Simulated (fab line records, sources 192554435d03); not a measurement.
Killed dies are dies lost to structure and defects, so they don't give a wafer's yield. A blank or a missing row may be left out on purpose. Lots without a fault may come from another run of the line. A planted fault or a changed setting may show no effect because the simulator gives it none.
Chamber matching | flow n5_finfet | N5_HKMG_FIN_ALD_71 on ald_metal-02: 4 sister chambers
The step deposits TiN, target thk 1 nm, pulse time 1 s, purge time 3 s. 4 wafers are shown with their chamber, then 11 later ones without.

WAFERS WITH THEIR CHAMBER
wafer  | chamber | heater_power_outer_w (W)
L090.2 | 2       | 446
L090.3 | 3       | 549
L090.4 | 1       | 519
L092.1 | 0       | 529

WAFERS WITHOUT THEIR CHAMBER
wafer  | heater_power_outer_w (W)
L092.2 | 563
L092.3 | 520
L093.1 | 461
L093.3 | 519
L093.5 | 527
L094.1 | 534
L094.4 | 519
L094.5 | 555
L095.2 | 545
L095.3 | 529
L095.6 | 543

WHICH CHAMBER EACH WENT THROUGH
wafer  | from the rows above          | in truth
L092.2 | 3                            | 3
L092.3 | can't be placed: 1 or 0      | 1
L093.1 | 2                            | 2
L093.3 | can't be placed: 1 or 0      | 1
L093.5 | can't be placed: 0 or 1      | 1
L094.1 | can't be placed: 0 or 1 or 3 | 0
L094.4 | can't be placed: 1 or 0      | 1
L094.5 | 3                            | 3
L095.2 | can't be placed: 3 or 0      | 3
L095.3 | can't be placed: 0 or 1      | 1
L095.6 | can't be placed: 3 or 0      | 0
Placed correctly: 3 of 11. Can't be placed from these rows: 8 (the true chamber is among the candidates in 8). Placed wrongly: 0.
How it was worked out, from the rows above alone: a wafer's distance from a chamber is the root of the sum, over the readings, of the square of ((its reading less the chamber's mean) divided by the reading's scatter). The wafer belongs to the nearest chamber; if the next one is less than 2 further off, it can't be placed. A chamber's mean is the mean of its shown wafers. The scatter: with one shown wafer a chamber, the root of the mean of the squares of how far each hidden wafer lies from its nearest shown one.
